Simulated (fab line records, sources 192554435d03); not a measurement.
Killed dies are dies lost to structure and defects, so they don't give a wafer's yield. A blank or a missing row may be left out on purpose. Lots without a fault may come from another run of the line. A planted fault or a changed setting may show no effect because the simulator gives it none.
A struck lot beside a sound one | flow n5_finfet | 36 steps out of a route of 1938
Sound: wafers L792.2, L792.4, L792.5. Struck: wafer L788.1. (L788.3 of the same lot was not struck and is left out.) The cause comes at the end.
At each step with rows: each side's tool, then ch and its chambers, then its first start. Under that, the readings that differ: sound wafers | struck wafers | difference of the means | sigmas: that difference in standard deviations of wafers without a fault.
alike: readings whose means differ by less than 2 such deviations, and words and numbers that are the same on both sides. not compared: withheld readings, readings that some wafer has no value for, bounds like >300 that may hide the same value, and numbers for which the record gives no deviation and whose values overlap.
The two part at a step that has a row with sigmas, a row that says differs or no value, or rows on one side only. Numbers that don't overlap but have no deviation are shown without sigmas and don't part them. A reading that every wafer of one side lacks parts them only if that side has two wafers or more.

first, 9 steps without rows for these wafers: N5_BEOL_M9_ALD_74 (deposits TaN, target thk 2 nm, pulse time 2 s, purge time 3 s); N5_BEOL_M9_SURFACE_TREAT_79; N5_BEOL_M9_CVD_78 (deposits Co from CCTBA/H2, target thk 2 nm, time 138.9 s); N5_BEOL_M9_SPUTTER_48 (material Cu, target thk 12 nm, time 2 s); N5_BEOL_M9_ECD_50 (material Cu, target thk 318 nm); N5_BEOL_M9_ANNEAL_51 (time 90 s); N5_BEOL_M9_CMP_52 (polishes, stops on SiCOH lowk, t overpolish 7 s, target thk 140 nm); N5_BEOL_M9_PRE_CLEAN_55 (time 15 s); N5_BEOL_M9_DEP_56 (deposits SiCN from 3MS/NH3, target thk 15 nm, time 26.5 s).
N5_BEOL_M10_ILD_DEP_00: deposits SiCOH lowk from DEMS/porogen, target thk 308.51 nm, time 58 s.
  sound on pecvd-03 ch 1,2, day 16 04:24; struck on pecvd-01 ch 0, day 14 14:35
  reading                                             | sound             | struck | difference | sigmas
  run_length_s (s)                                    | 101.2 101.6 100.8 | 84.4   | -16.8      | -30
  model.SiCOH_lowk_of_BEOL_M10_ILD_DEP_00.thk_nm (nm) | 299 306.6 315     | 218    | -89        |
  alike: heater_power_w, showerhead_plenum_p_Torr, throttle_valve_pct
  not compared: since_wet_clean_h
then, 1 step without rows for these wafers: N5_BEOL_M10_CURE_71 (cures SiCOH lowk, time 240 s).
N5_BEOL_M10_THK_MEAS_01:
  sound on film_metro-02, day 16 04:59; struck on film_metro-02, day 14 15:11
  reading          | sound       | struck | difference | sigmas
  M10_ILD_THK (nm) | 260 266 274 | 188    | -79        | -22
then, 23 steps without rows for these wafers: N5_BEOL_M10_PECVD_70 (deposits SiO2 from TEOS/O2, target thk 20 nm, time 22.7 s); N5_BEOL_M10_HM_DEP_02 (deposits TiN, target thk 20 nm); N5_BEOL_M10_COAT_59 (time 60 s, resist thk 100 nm); N5_BEOL_M10_COAT_60 (time 60 s, resist thk 30 nm); N5_BEOL_M10_COAT_05 (resist thk 90 nm); N5_BEOL_M10_EBR_07; N5_BEOL_M10_SOFTBAKE_06 (time 60 s); N5_BEOL_M10_EXPOSE_08 (exposes mask M10); N5_BEOL_M10_PEB_09 (peb time 60 s); N5_BEOL_M10_DEVELOP_10 (develop time 30 s); N5_BEOL_M10_DESCUM_16 (chemistry O2, time 7.9 s); N5_BEOL_M10_ETCH_61 (etches SiARC in CF4, target depth 39 nm, time 65 s); N5_BEOL_M10_ETCH_62 (etches SOC in N2/H2, target depth 110 nm, overetch 22 nm, time 165 s); N5_BEOL_M10_STRIP_68 (strips in N2/H2); N5_BEOL_M10_STRIP_67 (strips in CF4); N5_BEOL_M10_HM_OPEN_17 (chemistry Cl2/BCl3, target TiN, target depth 20 nm, overetch 6 nm); N5_BEOL_M10_STRIP_19 (strips in O2); N5_BEOL_M10_COAT_63 (time 60 s, resist thk 100 nm); N5_BEOL_M10_COAT_64 (time 60 s, resist thk 30 nm); N5_BEOL_M10_COAT_22 (resist thk 90 nm); N5_BEOL_M10_EBR_24; N5_BEOL_M10_SOFTBAKE_23 (time 60 s); N5_BEOL_M10_EXPOSE_25 (exposes mask V9).
N5_BEOL_M10_CMP_52: polishes, stops on SiCOH lowk, t overpolish 7 s, target thk 140 nm.
  sound on cmp-02 ch 0,3, day 16 11:53; struck on cmp-04 ch 1, day 14 21:51
  reading                                             | sound             | struck | difference | sigmas
  model.SiCOH_lowk_of_BEOL_M10_ILD_DEP_00.thk_nm (nm) | 256.6 263.4 270.8 | 185.4  | -78.2      |
  alike: motor_current_A

WHERE THEY PART
First at N5_BEOL_M10_ILD_DEP_00; last, within this record, at N5_BEOL_M10_THK_MEAS_01. Later steps at which nothing parts them and some readings are alike: N5_BEOL_M10_CMP_52.

WHY: what the simulator had put in
Process parameter drift: pecvd-01, from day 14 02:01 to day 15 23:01, at N5_BEOL_M10_ILD_DEP_00. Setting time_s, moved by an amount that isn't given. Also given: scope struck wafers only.
